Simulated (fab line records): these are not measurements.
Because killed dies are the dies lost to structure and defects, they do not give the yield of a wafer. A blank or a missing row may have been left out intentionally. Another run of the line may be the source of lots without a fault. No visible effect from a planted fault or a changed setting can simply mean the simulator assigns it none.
Which of the tools did it? + flow n5 finfet + 8 lots, 24 wafers sampled, at 7 steps of a route of 1938

WHAT THE GAUGES SHOWED, per wafer
N5_MOL_CONTACT_COAG_CD_MEAS_99: target cd 17.2 nm. Usual: cd nm 16.8 nm, standard deviation 0.42.
| lot  | measured     | on        | cd nm (nm)     | flag |
|------|--------------|-----------|----------------|------|
| L583 | day 5 04:20  | cd sem-01 | 16.7 16.9 16.6 |      |
| L586 | day 6 00:47  | cd sem-02 | 17.1 17.9 16.8 |      |
| L595 | day 8 03:29  | cd sem-02 | 17.3 16.5 17.3 |      |
| L596 | day 8 10:28  | cd sem-01 | 16.9 17.2 16.8 |      |
| L599 | day 9 03:50  | cd sem-02 | 17.0 16.7 16.8 |      |
| L600 | day 9 12:55  | cd sem-03 | 16.9 17.2 16.4 |      |
| L602 | day 9 20:49  | cd sem-02 | 16.9 17.1 16.8 |      |
| L603 | day 10 10:25 | cd sem-02 | 16.4 17.1 16.9 |      |

N5_MOL_CONTACT_COAG_THK_MEAS_29. Usual: for MD_CAP_THK the level is 17.94 nm and the standard deviation is 0.093.
| lot  | measured     | on            | MD_CAP_THK (nm)   | flag |
|------|--------------|---------------|-------------------|------|
| L583 | day 5 14:06  | film metro-02 | 17.92 17.94 17.99 |      |
| L586 | day 6 08:41  | film metro-02 | 17.92 17.94 17.85 |      |
| L595 | day 8 12:30  | film metro-02 | 16.26 16.29 16.26 | OFF  |
| L596 | day 8 19:17  | film metro-01 | 17.91 16.41 17.97 | OFF  |
| L599 | day 9 13:34  | film metro-02 | 17.95 17.91 17.89 |      |
| L600 | day 9 20:46  | film metro-02 | 17.96 17.93 17.90 |      |
| L602 | day 10 04:17 | film metro-02 | 18.03 18.19 18.07 |      |
| L603 | day 10 17:09 | film metro-02 | 17.91 18.01 18.20 |      |

N5_BEOL_M4_RC_MEAS_101. Usual: DIBL_N 36.8 mV/V, standard deviation 2.2; DIBL_P 37.0 mV/V, standard deviation 2.8; IOFF_N 0.18 nA/um, standard deviation 0.043; IOFF_P 0.23 nA/um, standard deviation 0.05; ION_N 680 uA/um, standard deviation 14; ION_P 466 uA/um, standard deviation 9.1; SS_N 71.7 mV/dec, standard deviation 0.74; SS_P 73.5 mV/dec, standard deviation 0.79; VT_N 248 mV, standard deviation 4; VT_P -249 mV, standard deviation 4.1.
| lot  | measured     | on        | DIBL_N (mV/V)  | DIBL_P (mV/V)  | IOFF_N (nA/um) | IOFF_P (nA/um) | ION_N (uA/um) | ION_P (uA/um) | SS_N (mV/dec)  | SS_P (mV/dec)  | VT_N (mV)   | VT_P (mV)      | flag |
|------|--------------|-----------|----------------|----------------|----------------|----------------|---------------|---------------|----------------|----------------|-------------|----------------|------|
| L583 | day 8 01:04  | prober-01 | 39.6 35.4 37.8 | 41.3 36.2 39.6 | 0.29 0.17 0.23 | 0.36 0.22 0.32 | 715 691 696   | 484 470 480   | 72.7 71.5 72.1 | 74.8 73.3 74.0 | 238 247 243 | -241 -246 -242 |      |
| L586 | day 9 11:35  | prober-01 | 36.2 39.3 36.2 | 37.8 41.7 38.4 | 0.16 0.21 0.15 | 0.20 0.29 0.20 | 681 692 676   | 464 469 463   | 72.4 73.0 71.3 | 72.9 74.6 72.4 | 250 247 249 | -251 -248 -251 |      |
| L595 | day 11 14:02 | prober-02 | 39.4 34.7 35.5 | 41.1 32.9 35.6 | 0.25 0.14 0.15 | 0.29 0.15 0.20 | 703 672 670   | 478 454 461   | 72.8 71.4 71.3 | 74.9 72.9 72.9 | 243 250 250 | -244 -255 -252 |      |
| L596 | day 11 13:43 | prober-01 | 34.1 35.7 35.5 | 33.3 34.9 34.5 | 0.12 0.14 0.14 | 0.20 0.23 0.22 | 659 666 657   | 459 467 460   | 71.4 71.9 71.1 | 73.2 73.1 72.6 | 254 251 252 | -249 -247 -249 |      |
| L599 | day 12 20:48 | prober-02 | 34.6 30.4 39.2 | 34.2 29.0 40.9 | 0.13 0.08 0.25 | 0.19 0.12 0.31 | 664 636 695   | 457 441 474   | 70.7 69.9 71.6 | 73.0 71.5 74.1 | 252 259 242 | -251 -257 -244 |      |
| L600 | day 12 20:40 | prober-01 | 33.8 36.8 38.4 | 32.3 36.9 38.7 | 0.13 0.18 0.23 | 0.18 0.25 0.27 | 664 682 700   | 461 468 479   | 71.4 71.5 71.8 | 72.0 72.8 73.7 | 253 247 242 | -252 -249 -248 |      |
| L602 | day 13 03:29 | prober-01 | 37.4 39.8 38.5 | 36.0 41.2 37.6 | 0.18 0.25 0.21 | 0.20 0.31 0.23 | 687 707 683   | 459 480 460   | 71.9 73.3 72.8 | 73.4 74.3 73.8 | 249 244 247 | -252 -249 -250 |      |
| L603 | day 13 10:34 | prober-01 | 33.4 37.3 35.5 | 34.3 39.2 37.2 | 0.12 0.20 0.15 | 0.17 0.25 0.22 | 671 687 670   | 460 468 466   | 70.6 71.6 71.4 | 73.1 73.7 73.1 | 256 246 251 | -255 -250 -250 |      |

WHICH TOOL RAN EACH LOT (tool, then ch and the chambers of the sampled wafers, then the start)
| lot  | N5_MOL_CONTACT_COAG_ETCH_15       | N5_MOL_CONTACT_COAG_ALD_20          | N5_MOL_CONTACT_COAG_CMP_23    | N5_MOL_CONTACT_COAG_ETCH_47        |
|------|-----------------------------------|-------------------------------------|-------------------------------|------------------------------------|
| L583 | rie diel-05 ch 1,2,3, day 5 04:10 | ald metal-02 ch 1,2,3, day 5 06:32  | cmp-02 ch 0,2, day 5 11:17    | rie diel-04 ch 0,1,3, day 5 15:49  |
| L586 | rie diel-05 ch 1,2, day 6 00:37   | ald metal-04 ch 1,2, day 6 01:31    | cmp-02 ch 0,1,3, day 6 06:04  | rie diel-06 ch 0,1, day 6 10:29    |
| L595 | rie diel-04 ch 0,1,3, day 8 03:19 | ald metal-04 ch 2,3, day 8 05:22    | cmp-02 ch 1,2, day 8 09:49    | rie diel-06 ch 0,3, day 8 14:34    |
| L596 | rie diel-04 ch 0,1,3, day 8 10:19 | ald metal-04 ch 1,2,3, day 8 11:11  | cmp-02 ch 1,2, day 8 15:03    | rie diel-05 ch 2,3, day 8 21:48    |
| L599 | rie diel-05 ch 1,2,3, day 9 03:40 | ald metal-02 ch 0,1,2, day 9 04:38  | cmp-01 ch 1,2,3, day 9 10:59  | rie diel-04 ch 0,1,2, day 9 15:41  |
| L600 | rie diel-04 ch 2,3, day 9 12:44   | ald metal-01 ch 1,3, day 9 13:40    | cmp-04 ch 0,1,3, day 9 18:10  | rie diel-05 ch 1,2,3, day 9 22:29  |
| L602 | rie diel-05 ch 1,2,3, day 9 20:38 | ald metal-01 ch 0,1,3, day 9 21:25  | cmp-04 ch 1,2,3, day 10 01:36 | rie diel-04 ch 0,2, day 10 06:28   |
| L603 | rie diel-04 ch 0,2, day 10 10:15  | ald metal-01 ch 0,1,3, day 10 11:06 | cmp-01 ch 0,1,3, day 10 14:31 | rie diel-06 ch 1,2,3, day 10 19:41 |
- N5_MOL_CONTACT_COAG_ETCH_15: etches SiNx in CH3F/O2, stops on Si:P, target depth 7 nm.
- N5_MOL_CONTACT_COAG_ALD_20: deposits TiN, target thk 1.5 nm, pulse time 1 s, purge time 3 s.
- N5_MOL_CONTACT_COAG_CMP_23: polishes, stops on SiO2, t overpolish 1.5 s, target thk 0 nm.
- N5_MOL_CONTACT_COAG_ETCH_47: etches SiNx in CH3F/O2, stops on W, target depth 27 nm.

AS READ BY THE TOOLS THEMSELVES (means over the sampled wafers that have a number; for cases with no such wafer, the mark the record gives instead)
N5_MOL_CONTACT_COAG_ETCH_15. Usual: O2_flow_sccm 19.99 sccm, standard deviation 0.054; drypump motor current A 5.7 A, standard deviation 0.58; oes_ar_750_au 0.77 a.u., standard deviation 0.081; oes_o_777_au 0.77 a.u., standard deviation 0.083; oes product au 0.57 a.u., standard deviation 0.064; rf vpp V 301 V, standard deviation 7.2; showerhead plenum p Torr 2.00 Torr, standard deviation 0.071; throttle valve pct 16.4 %, standard deviation 0.34.
| lot  | tool        | O2_flow_sccm (sccm) | drypump motor current A (A) | oes_ar_750_au (a.u.) | oes_o_777_au (a.u.) | oes product au (a.u.) | rf vpp V (V) | showerhead plenum p Torr (Torr) | throttle valve pct (%) | flag |
|------|-------------|---------------------|-----------------------------|----------------------|---------------------|-----------------------|--------------|---------------------------------|------------------------|------|
| L583 | rie diel-05 | 19.98               | 5.6                         | 0.76                 | 0.77                | 0.56                  | 300          | 1.98                            | 16.3                   |      |
| L586 | rie diel-05 | 19.98               | 5.3                         | 0.82                 | 0.82                | 0.60                  | 297          | 1.97                            | 16.1                   |      |
| L595 | rie diel-04 | 20.02               | 6.3                         | 0.74                 | 0.74                | 0.54                  | 302          | 2.03                            | 16.7                   |      |
| L596 | rie diel-04 | 19.98               | 6.2                         | 0.74                 | 0.73                | 0.54                  | 302          | 2.02                            | 16.7                   |      |
| L599 | rie diel-05 | 20.01               | 5.6                         | 0.90                 | 0.91                | 0.67                  | 302          | 2.05                            | 16.1                   |      |
| L600 | rie diel-04 | 19.97               | 5.8                         | 0.86                 | 0.83                | 0.65                  | 306          | 1.94                            | 16.3                   |      |
| L602 | rie diel-05 | 19.98               | 5.6                         | 0.90                 | 0.89                | 0.66                  | 302          | 2.05                            | 16.0                   |      |
| L603 | rie diel-04 | 20.01               | 6.3                         | 0.78                 | 0.76                | 0.58                  | 309          | 2.02                            | 16.3                   |      |

N5_MOL_CONTACT_COAG_ALD_20. Usual: heater power w 838 W, standard deviation 67; precursor pulse height rel 0.999, standard deviation 0.02.
| lot  | tool         | heater power w (W) | precursor pulse height rel | flag |
|------|--------------|--------------------|----------------------------|------|
| L583 | ald metal-02 | 834                | 0.984                      |      |
| L586 | ald metal-04 | 872                | 0.995                      |      |
| L595 | ald metal-04 | 853                | 1.022                      |      |
| L596 | ald metal-04 | 888                | 0.998                      |      |
| L599 | ald metal-02 | 770                | 1.000                      |      |
| L600 | ald metal-01 | 782                | 1.009                      |      |
| L602 | ald metal-01 | 803                | 1.014                      |      |
| L603 | ald metal-01 | 806                | 1.017                      |      |

N5_MOL_CONTACT_COAG_CMP_23. Usual: motor current A 8.0 A, standard deviation 0.81; overpolish run s 1.499 s, standard deviation 0.0083; time to endpoint s 9 s, standard deviation 3.6.
| lot  | tool   | motor current A (A) | overpolish run s (s) | time to endpoint s (s) | flag |
|------|--------|---------------------|----------------------|------------------------|------|
| L583 | cmp-02 | 7.1                 | 1.505                | 11                     |      |
| L586 | cmp-02 | 8.0                 | 1.501                | 10                     |      |
| L595 | cmp-02 | 7.7                 | 1.491                | 10                     |      |
| L596 | cmp-02 | 7.8                 | 1.499                | 12                     |      |
| L599 | cmp-01 | 7.6                 | 1.507                | 7                      |      |
| L600 | cmp-04 | 8.2                 | 1.499                | 10                     |      |
| L602 | cmp-04 | 8.9                 | 1.502                | 8                      |      |
| L603 | cmp-01 | 8.5                 | 1.501                | 13                     |      |

N5_MOL_CONTACT_COAG_ETCH_47. Usual: O2_flow_sccm 20.00 sccm, standard deviation 0.061; drypump motor current A 5.7 A, standard deviation 0.58; etch rf on time s 31.1 s, standard deviation 0.5; oes_ar_750_au 0.77 a.u., standard deviation 0.082; oes_o_777_au 0.77 a.u., standard deviation 0.083; oes product au 0.70 a.u., standard deviation 0.082; rf vpp V 302 V, standard deviation 7.8; showerhead plenum p Torr 2.01 Torr, standard deviation 0.072; throttle valve pct 16.41 %, standard deviation 0.3.
| lot  | tool        | O2_flow_sccm (sccm) | drypump motor current A (A) | etch rf on time s (s) | oes_ar_750_au (a.u.) | oes_o_777_au (a.u.) | oes product au (a.u.) | rf vpp V (V) | showerhead plenum p Torr (Torr) | throttle valve pct (%) | flag |
|------|-------------|---------------------|-----------------------------|-----------------------|----------------------|---------------------|-----------------------|--------------|---------------------------------|------------------------|------|
| L583 | rie diel-04 | 20.04               | 6.3                         | 31.3                  | 0.76                 | 0.75                | 0.67                  | 303          | 2.03                            | 16.65                  |      |
| L586 | rie diel-06 | 20.04               | 5.3                         | 31.4                  | 0.72                 | 0.72                | 0.64                  | 290          | 1.97                            | 16.53                  |      |
| L595 | rie diel-06 | 19.98               | 6.0                         | 28.5                  | 0.75                 | 0.75                | 0.68                  | 303          | 1.99                            | 16.43                  | OFF  |
| L596 | rie diel-05 | 20.02               | 6.0                         | 29.1                  | 0.89                 | 0.90                | 0.82                  | 304          | 2.03                            | 16.03                  | OFF  |
| L599 | rie diel-04 | 20.01               | 6.1                         | 31.1                  | 0.78                 | 0.78                | 0.71                  | 303          | 2.02                            | 16.51                  |      |
| L600 | rie diel-05 | 20.02               | 5.6                         | 30.2                  | 0.89                 | 0.89                | 0.81                  | 302          | 2.05                            | 16.08                  |      |
| L602 | rie diel-04 | 19.99               | 6.4                         | 31.0                  | 0.78                 | 0.76                | 0.72                  | 309          | 2.02                            | 16.31                  |      |
| L603 | rie diel-06 | 19.98               | 5.3                         | 31.4                  | 0.74                 | 0.74                | 0.67                  | 302          | 2.03                            | 16.36                  |      |

THE ANSWER, worked out from the rows above alone
Rule: a lot counts as off when the mean over its wafers that have a number is more than 3 standard deviations away from the usual mean. Also off: a lot with no number at a reading for which 4 or more lots have one. All remaining lots with rows at the step are treated as sound. The gauges are gone through in route order, then the tools' own readings, and for those a lot's mean is taken as printed above. At the first step where some lot is off, the reading lying furthest off is the one used; lots without a number count as furthest.
Off: L595, L596, seen at N5_MOL_CONTACT_COAG_THK_MEAS_29 (MD_CAP_THK).
A tool fits if, at a process step before that reading, it ran every lot that is off, and no sound lot after the first of them. Not tried: the gauges at N5_MOL_CONTACT_COAG_THK_MEAS_29; whatever is off there is also off at N5_MOL_CONTACT_COAG_ETCH_47, on other tools, and gauge error can't account for it. Undecided on this evidence; 2 tools fit (ald metal-04 at N5_MOL_CONTACT_COAG_ALD_20, cmp-02 at N5_MOL_CONTACT_COAG_CMP_23).

WHAT THE SIMULATOR PUT IN
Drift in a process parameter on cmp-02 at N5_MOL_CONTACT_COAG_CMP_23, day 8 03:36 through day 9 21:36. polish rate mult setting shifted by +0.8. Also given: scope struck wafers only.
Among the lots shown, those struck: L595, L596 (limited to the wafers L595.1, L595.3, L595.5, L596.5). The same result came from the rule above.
